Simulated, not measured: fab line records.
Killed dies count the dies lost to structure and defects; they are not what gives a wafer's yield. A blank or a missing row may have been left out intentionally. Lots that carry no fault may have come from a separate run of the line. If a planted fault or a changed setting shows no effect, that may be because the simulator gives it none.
fab line records :: flow nand-harc
record
  lots=6
  wafers=18
  last-day=33
route steps=1302 shown THIN_TSV@1282
lots with no fault: from the same line, run without faults
start-h: hours from the record's opening day to when the first of the lot's shown wafers began :: wait-h: how many hours have passed since the lot's step before this one :: " repeats the value in the row above :: L1.1+2: a single row standing in for several wafers :: - either no value or no given start :: * or withheld: withheld :: < > ~ a bound
route shown NAME@n: names a module that has steps shown in the file, with the first one's number in the route :: usual: mean/standard deviation taken from wafers without a fault :: same: alike in all rows :: chamber/n: place in a boat :: sites: readings site by site :: _std_site: standard deviation of those values :: _edge_site: the outer-site mean with the inner-site mean subtracted :: radius-mm: how far each site lies from the wafer's centre :: mask NAME#n: copy n :: behind: the last tool/chamber to shape the wafer :: hold: why the lot went on hold/how many hours it stayed there/how the hold came to an end :: device: names the non-switching transistor (n, p or np) :: end of line: tests of these same wafers at the route's end :: where a step has no rows: the recipe by itself :: killed: at the first sort, the dies lost to defects and structure; wafer yield is something else :: map: dies across one wafer; x = killed, . = not, _ = none there
set.NAME: the setting the step ran with; set.NAME@STEP: the setting that earlier step ran with :: model.NAME: the simulator's own value behind a step, which no gauge read
lots seen at some steps along the route; tables by step, rows by wafer
services: the hour from which a tool's chamber was out of use, counted from the record's first day as start-h (under 0 if before that day), plus the number of hours and why
## steps
# step NHARC_THIN_TSV_PVD_24
# recipe
  target-thk-a=8000
  power-w=withheld
  chamber-pressure-pa=withheld
  substrate-temp-c=withheld
  time-s=withheld
  gas=Ar
  material=Al
# step NHARC_THIN_TSV_DEHYDRATE_25
# recipe
  temp-c=150
  time-s=120
# step NHARC_THIN_TSV_HMDS_26
# recipe
  time-s=30
# step NHARC_THIN_TSV_COAT_27
# recipe
  spin-rpm=*
# step NHARC_THIN_TSV_SOFTBAKE_28
# recipe
  temp-c=122
  time-s=95
# step NHARC_THIN_TSV_EBR_29
# step NHARC_THIN_TSV_EXPOSE_30
# recipe
  na=0.55
  dose-mj=11.47
  mask-id=PAD
# step NHARC_THIN_TSV_PEB_31
# recipe
  peb-temp-c=118
  peb-time-s=85
# step NHARC_THIN_TSV_DEVELOP_32
# recipe
  time-s=70
# step NHARC_THIN_TSV_CD_MEAS_33
# recipe
  target-cd-nm=5000
  landing-energy-ev=500
# usual
  cd-nm=4999.4/1.3
lot.wafer: L864.2
tool: cd-sem-01
chamber: 0
start-h: 555.50
wait-h: -
cd-nm: 4997.5

lot.wafer: L864.4
tool: cd-sem-01
chamber: 0
start-h: 555.50
wait-h: -
cd-nm: 4998.1

lot.wafer: L864.5
tool: cd-sem-01
chamber: 0
start-h: 555.50
wait-h: -
cd-nm: 5000.0

lot.wafer: L865.1
tool: cd-sem-02
chamber: 0
start-h: 568.21
wait-h: -
cd-nm: 5000.4

lot.wafer: L865.2
tool: cd-sem-02
chamber: 0
start-h: 568.21
wait-h: -
cd-nm: 5000.6

lot.wafer: L865.4
tool: cd-sem-02
chamber: 0
start-h: 568.21
wait-h: -
cd-nm: 4997.4

lot.wafer: L881.1
tool: cd-sem-01
chamber: 0
start-h: 717.01
wait-h: -
cd-nm: 4998.8

lot.wafer: L881.4
tool: cd-sem-01
chamber: 0
start-h: 717.01
wait-h: -
cd-nm: 5000.3

lot.wafer: L881.6
tool: cd-sem-01
chamber: 0
start-h: 717.01
wait-h: -
cd-nm: 5000.4

lot.wafer: L882.1
tool: cd-sem-03
chamber: 0
start-h: 737.81
wait-h: -
cd-nm: 4998.7

lot.wafer: L882.2
tool: cd-sem-03
chamber: 0
start-h: 737.81
wait-h: -
cd-nm: 4998.6

lot.wafer: L882.6
tool: cd-sem-03
chamber: 0
start-h: 737.81
wait-h: -
cd-nm: 4997.6

lot.wafer: L884.1
tool: cd-sem-01
chamber: 0
start-h: 769.53
wait-h: -
cd-nm: 5002.3

lot.wafer: L884.4
tool: cd-sem-01
chamber: 0
start-h: 769.53
wait-h: -
cd-nm: 5004.8

lot.wafer: L884.6
tool: cd-sem-01
chamber: 0
start-h: 769.53
wait-h: -
cd-nm: 5002.5

lot.wafer: L886.1
tool: cd-sem-03
chamber: 0
start-h: 791.03
wait-h: -
cd-nm: 4999.6

lot.wafer: L886.4
tool: cd-sem-03
chamber: 0
start-h: 791.03
wait-h: -
cd-nm: 5000.4

lot.wafer: L886.5
tool: cd-sem-03
chamber: 0
start-h: 791.03
wait-h: -
cd-nm: 4998.8
# step NHARC_THIN_TSV_HARDBAKE_34
# recipe
  temp-c=125
  time-s=80
# step NHARC_THIN_TSV_DESCUM_35
# recipe
  time-s=3
  o2-flow-sccm=200
  ar-flow-sccm=0
  bias-power-w=0
  chemistry=O2
# usual
  drypump-motor-current-A=5.6/0.4
  oes-product-au=1.000/0.0088
  rf-vpp-V=57.8/0.76
  showerhead-plenum-p-Torr=1.92/0.098
  throttle-valve-pct=11.311/0.0077
lot.wafer: L864.4
tool: rie-diel-08
chamber: 1
start-h: 555.67
wait-h: -
drypump-motor-current-A: 5.8
oes-product-au: 0.995
rf-hours-counter-h: 0
rf-vpp-V: 57.3
showerhead-plenum-p-Torr: 2.03
throttle-valve-pct: 11.298

lot.wafer: L864.2
tool: rie-diel-08
chamber: 2
start-h: 555.67
wait-h: -
drypump-motor-current-A: 6.0
oes-product-au: 1.004
rf-hours-counter-h: 0
rf-vpp-V: 58.1
showerhead-plenum-p-Torr: 1.80
throttle-valve-pct: 11.314

lot.wafer: L864.5
tool: rie-diel-08
chamber: 1
start-h: 555.67
wait-h: -
drypump-motor-current-A: 5.8
oes-product-au: 0.997
rf-hours-counter-h: -
rf-vpp-V: 57.2
showerhead-plenum-p-Torr: 2.02
throttle-valve-pct: 11.319

lot.wafer: L865.2
tool: rie-diel-01
chamber: 2
start-h: 568.37
wait-h: -
drypump-motor-current-A: 6.2
oes-product-au: 0.993
rf-hours-counter-h: 0
rf-vpp-V: 57.3
showerhead-plenum-p-Torr: 1.82
throttle-valve-pct: 11.311

lot.wafer: L865.1
tool: rie-diel-01
chamber: 3
start-h: 568.37
wait-h: -
drypump-motor-current-A: 5.1
oes-product-au: 1.002
rf-hours-counter-h: 0
rf-vpp-V: 58.3
showerhead-plenum-p-Torr: 1.99
throttle-valve-pct: 11.314

lot.wafer: L865.4
tool: rie-diel-01
chamber: 1
start-h: 568.37
wait-h: -
drypump-motor-current-A: 5.2
oes-product-au: 1.008
rf-hours-counter-h: 0
rf-vpp-V: 57.1
showerhead-plenum-p-Torr: 1.99
throttle-valve-pct: 11.313

lot.wafer: L881.1
tool: rie-diel-01
chamber: 1
start-h: 717.17
wait-h: -
drypump-motor-current-A: 5.2
oes-product-au: 1.007
rf-hours-counter-h: 7.8
rf-vpp-V: 58.2
showerhead-plenum-p-Torr: 1.99
throttle-valve-pct: 11.302

lot.wafer: L881.4
tool: rie-diel-01
chamber: 3
start-h: 717.17
wait-h: -
drypump-motor-current-A: 5.2
oes-product-au: 0.998
rf-hours-counter-h: 8.9
rf-vpp-V: 57.0
showerhead-plenum-p-Torr: 1.99
throttle-valve-pct: 11.310

lot.wafer: L881.6
tool: rie-diel-01
chamber: 2
start-h: 717.17
wait-h: -
drypump-motor-current-A: 6.2
oes-product-au: 1.009
rf-hours-counter-h: -
rf-vpp-V: 57.2
showerhead-plenum-p-Torr: 1.82
throttle-valve-pct: 11.306

lot.wafer: L882.2
tool: rie-diel-05
chamber: 2
start-h: 737.98
wait-h: -
drypump-motor-current-A: 5.8
oes-product-au: 1.012
rf-hours-counter-h: 6.0
rf-vpp-V: 58.0
showerhead-plenum-p-Torr: 2.02
throttle-valve-pct: 11.313

lot.wafer: L882.1
tool: rie-diel-05
chamber: 3
start-h: 737.98
wait-h: -
drypump-motor-current-A: 6.0
oes-product-au: 0.985
rf-hours-counter-h: 7.3
rf-vpp-V: 58.2
showerhead-plenum-p-Torr: 1.77
throttle-valve-pct: 11.304

lot.wafer: L882.6
tool: rie-diel-05
chamber: 1
start-h: 737.98
wait-h: -
drypump-motor-current-A: 5.4
oes-product-au: 1.005
rf-hours-counter-h: -
rf-vpp-V: 58.9
showerhead-plenum-p-Torr: 1.92
throttle-valve-pct: 11.301

lot.wafer: L884.4
tool: rie-diel-05
chamber: 1
start-h: 769.70
wait-h: -
drypump-motor-current-A: 5.4
oes-product-au: 0.998
rf-hours-counter-h: 0
rf-vpp-V: 57.6
showerhead-plenum-p-Torr: 1.92
throttle-valve-pct: 11.307

lot.wafer: L884.1
tool: rie-diel-05
chamber: 3
start-h: 769.70
wait-h: -
drypump-motor-current-A: 5.9
oes-product-au: 0.998
rf-hours-counter-h: 0
rf-vpp-V: 58.0
showerhead-plenum-p-Torr: 1.77
throttle-valve-pct: 11.314

lot.wafer: L884.6
tool: rie-diel-05
chamber: 2
start-h: 769.70
wait-h: -
drypump-motor-current-A: 5.8
oes-product-au: 0.992
rf-hours-counter-h: -
rf-vpp-V: 57.5
showerhead-plenum-p-Torr: 2.02
throttle-valve-pct: 11.323

lot.wafer: L886.4
tool: rie-diel-08
chamber: 0
start-h: 791.20
wait-h: -
drypump-motor-current-A: 5.9
oes-product-au: 0.996
rf-hours-counter-h: 5.6
rf-vpp-V: 57.2
showerhead-plenum-p-Torr: 1.85
throttle-valve-pct: 11.301

lot.wafer: L886.1
tool: rie-diel-08
chamber: 2
start-h: 791.20
wait-h: -
drypump-motor-current-A: 6.0
oes-product-au: 1.017
rf-hours-counter-h: 4.7
rf-vpp-V: 57.5
showerhead-plenum-p-Torr: 1.80
throttle-valve-pct: 11.309

lot.wafer: L886.5
tool: rie-diel-08
chamber: 3
start-h: 791.20
wait-h: -
drypump-motor-current-A: 5.3
oes-product-au: 0.996
rf-hours-counter-h: -
rf-vpp-V: 57.4
showerhead-plenum-p-Torr: 1.80
throttle-valve-pct: 11.312
# step NHARC_THIN_TSV_ETCH_59
# recipe
  target-depth-a=8800
  icp-w=900
  bias-w=100
  Cl2_flow_sccm=60
  bcl3-flow-sccm=30
  time-s=138.1
  chemistry=Cl2/BCl3
# usual
  drypump-motor-current-A=5.7/0.46
  oes-product-au=0.999/0.0067
  throttle-valve-pct=22.265/0.0099
lot.wafer: L864.2
tool: rie-metal-03
chamber: 0
start-h: 555.78
wait-h: 0.1
drypump-motor-current-A: 5.1
oes-product-au: 0.998
rf-hours-counter-h: 0.5
throttle-valve-pct: 22.258

lot.wafer: L864.4
tool: rie-metal-03
chamber: 1
start-h: 555.78
wait-h: 0.1
drypump-motor-current-A: 6.4
oes-product-au: 0.993
rf-hours-counter-h: -
throttle-valve-pct: 22.286

lot.wafer: L864.5
tool: rie-metal-03
chamber: 0
start-h: 555.78
wait-h: 0.1
drypump-motor-current-A: 5.1
oes-product-au: 1.012
rf-hours-counter-h: -
throttle-valve-pct: 22.269

lot.wafer: L865.1
tool: rie-metal-01
chamber: 1
start-h: 568.50
wait-h: 0.1
drypump-motor-current-A: 5.3
oes-product-au: 1.011
rf-hours-counter-h: 2.3
throttle-valve-pct: 22.271

lot.wafer: L865.2
tool: rie-metal-01
chamber: 0
start-h: 568.50
wait-h: 0.1
drypump-motor-current-A: 5.6
oes-product-au: 0.999
rf-hours-counter-h: 2.3
throttle-valve-pct: 22.278

lot.wafer: L865.4
tool: rie-metal-01
chamber: 1
start-h: 568.50
wait-h: 0.1
drypump-motor-current-A: 5.3
oes-product-au: 0.992
rf-hours-counter-h: -
throttle-valve-pct: 22.240

lot.wafer: L881.1
tool: rie-metal-03
chamber: 0
start-h: 717.33
wait-h: 0.1
drypump-motor-current-A: 5.1
oes-product-au: 0.938
rf-hours-counter-h: 0.5
throttle-valve-pct: 22.286

lot.wafer: L881.4
tool: rie-metal-03
chamber: 0
start-h: 717.33
wait-h: 0.1
drypump-motor-current-A: 5.1
oes-product-au: 1.004
rf-hours-counter-h: -
throttle-valve-pct: 22.242

lot.wafer: L881.6
tool: rie-metal-03
chamber: 1
start-h: 717.33
wait-h: 0.1
drypump-motor-current-A: 6.4
oes-product-au: 0.936
rf-hours-counter-h: -
throttle-valve-pct: 22.260

lot.wafer: L882.2
tool: rie-metal-03
chamber: 0
start-h: 738.10
wait-h: 0.1
drypump-motor-current-A: 5.1
oes-product-au: 1.004
rf-hours-counter-h: 0.7
throttle-valve-pct: 22.263

lot.wafer: L882.1
tool: rie-metal-03
chamber: 1
start-h: 738.10
wait-h: 0.1
drypump-motor-current-A: 6.4
oes-product-au: 0.929
rf-hours-counter-h: 1.1
throttle-valve-pct: 22.268

lot.wafer: L882.6
tool: rie-metal-03
chamber: 1
start-h: 738.10
wait-h: 0.1
drypump-motor-current-A: 6.4
oes-product-au: 0.939
rf-hours-counter-h: -
throttle-valve-pct: 22.255

lot.wafer: L884.1
tool: rie-metal-02
chamber: 0
start-h: 769.82
wait-h: 0.1
drypump-motor-current-A: 5.5
oes-product-au: 1.001
rf-hours-counter-h: 2.3
throttle-valve-pct: 22.260

lot.wafer: L884.4
tool: rie-metal-02
chamber: 1
start-h: 769.82
wait-h: 0.1
drypump-motor-current-A: 6.1
oes-product-au: 0.993
rf-hours-counter-h: -
throttle-valve-pct: 22.268

lot.wafer: L884.6
tool: rie-metal-02
chamber: 0
start-h: 769.82
wait-h: 0.1
drypump-motor-current-A: 5.5
oes-product-au: 1.000
rf-hours-counter-h: -
throttle-valve-pct: 22.259

lot.wafer: L886.1
tool: rie-metal-02
chamber: 1
start-h: 791.31
wait-h: 0.1
drypump-motor-current-A: 6.1
oes-product-au: 1.003
rf-hours-counter-h: 2.4
throttle-valve-pct: 22.267

lot.wafer: L886.4
tool: rie-metal-02
chamber: 1
start-h: 791.31
wait-h: 0.1
drypump-motor-current-A: 6.1
oes-product-au: 1.005
rf-hours-counter-h: -
throttle-valve-pct: 22.277

lot.wafer: L886.5
tool: rie-metal-02
chamber: 1
start-h: 791.31
wait-h: 0.1
drypump-motor-current-A: 6.1
oes-product-au: 1.015
rf-hours-counter-h: -
throttle-valve-pct: 22.243
# step NHARC_THIN_TSV_ETCH_36
# recipe
  target-depth-a=650
  over-etch-frac=0.3
  time-s=18.571
  ion-energy-ev=150
  chemistry=Cl2/BCl3
# usual
  drypump-motor-current-A=5.7/0.46
  oes-product-au=0.998/0.0073
lot.wafer: L864.2
tool: rie-metal-03
chamber: 0
start-h: 556.05
wait-h: 0.2
drypump-motor-current-A: 5.1
oes-product-au: 0.998
rf-hours-counter-h: 0.7

lot.wafer: L864.4
tool: rie-metal-03
chamber: 1
start-h: 556.05
wait-h: 0.2
drypump-motor-current-A: 6.4
oes-product-au: 1.000
rf-hours-counter-h: -

lot.wafer: L864.5
tool: rie-metal-03
chamber: 0
start-h: 556.05
wait-h: 0.2
drypump-motor-current-A: 5.1
oes-product-au: 1.000
rf-hours-counter-h: -

lot.wafer: L865.1
tool: rie-metal-01
chamber: 1
start-h: 568.75
wait-h: 0.2
drypump-motor-current-A: 5.3
oes-product-au: 1.003
rf-hours-counter-h: 2.5

lot.wafer: L865.2
tool: rie-metal-01
chamber: 0
start-h: 568.75
wait-h: 0.2
drypump-motor-current-A: 5.6
oes-product-au: 1.002
rf-hours-counter-h: 2.5

lot.wafer: L865.4
tool: rie-metal-01
chamber: 0
start-h: 568.75
wait-h: 0.2
drypump-motor-current-A: 5.6
oes-product-au: 1.000
rf-hours-counter-h: -

lot.wafer: L881.1
tool: rie-metal-03
chamber: 1
start-h: 717.57
wait-h: 0.2
drypump-motor-current-A: 6.4
oes-product-au: 1.011
rf-hours-counter-h: 0.6

lot.wafer: L881.4
tool: rie-metal-03
chamber: 0
start-h: 717.57
wait-h: 0.2
drypump-motor-current-A: 5.1
oes-product-au: 1.001
rf-hours-counter-h: -

lot.wafer: L881.6
tool: rie-metal-03
chamber: 1
start-h: 717.57
wait-h: 0.2
drypump-motor-current-A: 6.4
oes-product-au: 1.006
rf-hours-counter-h: -

lot.wafer: L882.1
tool: rie-metal-03
chamber: 0
start-h: 738.43
wait-h: 0.2
drypump-motor-current-A: 5.1
oes-product-au: 0.990
rf-hours-counter-h: 0.8

lot.wafer: L882.2
tool: rie-metal-03
chamber: 1
start-h: 738.43
wait-h: 0.2
drypump-motor-current-A: 6.4
oes-product-au: 1.000
rf-hours-counter-h: 1.3

lot.wafer: L882.6
tool: rie-metal-03
chamber: 0
start-h: 738.43
wait-h: 0.2
drypump-motor-current-A: 5.1
oes-product-au: 0.988
rf-hours-counter-h: -

lot.wafer: L884.1
tool: rie-metal-02
chamber: 0
start-h: 770.09
wait-h: 0.2
drypump-motor-current-A: 5.5
oes-product-au: 0.992
rf-hours-counter-h: 2.5

lot.wafer: L884.4
tool: rie-metal-02
chamber: 0
start-h: 770.09
wait-h: 0.2
drypump-motor-current-A: 5.5
oes-product-au: 0.996
rf-hours-counter-h: -

lot.wafer: L884.6
tool: rie-metal-02
chamber: 1
start-h: 770.09
wait-h: 0.2
drypump-motor-current-A: 6.1
oes-product-au: 1.004
rf-hours-counter-h: -

lot.wafer: L886.1
tool: rie-metal-02
chamber: 1
start-h: 791.58
wait-h: 0.2
drypump-motor-current-A: 6.1
oes-product-au: 1.003
rf-hours-counter-h: 2.5

lot.wafer: L886.4
tool: rie-metal-02
chamber: 0
start-h: 791.58
wait-h: 0.2
drypump-motor-current-A: 5.6
oes-product-au: 1.000
rf-hours-counter-h: -

lot.wafer: L886.5
tool: rie-metal-02
chamber: 1
start-h: 791.58
wait-h: 0.2
drypump-motor-current-A: 6.0
oes-product-au: 1.007
rf-hours-counter-h: -
## services
tool: rie-diel-08
chamber: -
start-h: 544.80
hours: 9.0
kind: pm

tool: rie-diel-05
chamber: 1
start-h: 547.94
hours: 10.0
kind: repair

tool: rie-diel-01
chamber: -
start-h: 557.80
hours: 9.0
kind: pm

tool: rie-diel-08
chamber: 1
start-h: 558.82
hours: 10.3
kind: repair

tool: rie-metal-01
chamber: -
start-h: 575.00
hours: 9.0
kind: pm

tool: rie-diel-01
chamber: 2
start-h: 579.17
hours: 3.6
kind: repair

tool: rie-diel-05
chamber: -
start-h: 583.60
hours: 9.0
kind: pm

tool: rie-diel-08
chamber: -
start-h: 595.21
hours: 0.5
kind: repair

tool: rie-diel-01
chamber: 2
start-h: 595.63
hours: 17.7
kind: repair

tool: rie-diel-01
chamber: 0
start-h: 613.70
hours: 25.0
kind: repair

tool: rie-diel-08
chamber: 2
start-h: 619.12
hours: 2.3
kind: repair

tool: rie-diel-01
chamber: 1
start-h: 622.77
hours: 9.1
kind: repair

tool: rie-metal-02
chamber: -
start-h: 631.03
hours: 9.0
kind: pm

tool: rie-diel-01
chamber: 1
start-h: 685.80
hours: 3.6
kind: repair

tool: rie-metal-03
chamber: -
start-h: 696.00
hours: 9.0
kind: pm

tool: rie-metal-02
chamber: 1
start-h: 700.07
hours: 4.2
kind: repair

tool: rie-diel-08
chamber: 1
start-h: 710.11
hours: 7.4
kind: repair

tool: rie-diel-08
chamber: -
start-h: 714.54
hours: 9.4
kind: repair

tool: rie-diel-08
chamber: -
start-h: 723.95
hours: 9.0
kind: pm

tool: rie-metal-03
chamber: 0
start-h: 725.84
hours: 2.3
kind: repair

tool: rie-diel-01
chamber: -
start-h: 734.80
hours: 9.0
kind: pm

tool: rie-metal-01
chamber: -
start-h: 752.00
hours: 9.0
kind: pm

tool: rie-diel-05
chamber: -
start-h: 760.60
hours: 9.0
kind: pm

tool: rie-metal-02
chamber: -
start-h: 783.85
hours: 0.2
kind: repair
## key
first-sign
  step=NHARC_THIN_TSV_ETCH_59
  reading=oes-product-au
  direction=down
  sigmas=9.5
  usual=0.999
  struck=0.936
effect none on later readings
met-at NHARC_THIN_TSV_ETCH_59
struck-wafers L881.1,L881.6,L882.1,L882.6
later-rows-left-out L881.1,L881.6,L882.1,L882.6
sort-left-out L881.1,L881.6,L882.1,L882.6
onset-between 555.78 717.33
fault
  kind=process-parameter-drift
  tool=rie-metal-03
  chamber=-
  onset-h=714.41
  steps=NHARC_THIN_TSV_ETCH_59
  channel=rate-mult
  offset=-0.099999
  shape=step
  end-h=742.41
  scope=struck-wafers-only
# sort-left-out: the simulated sort isn't trusted on such a fault, so these wafers' sort isn't shown, and their yield isn't known
# later-rows-left-out: the simulator's readings of these wafers behind a module that went badly wrong aren't trusted and aren't shown, but for the sort
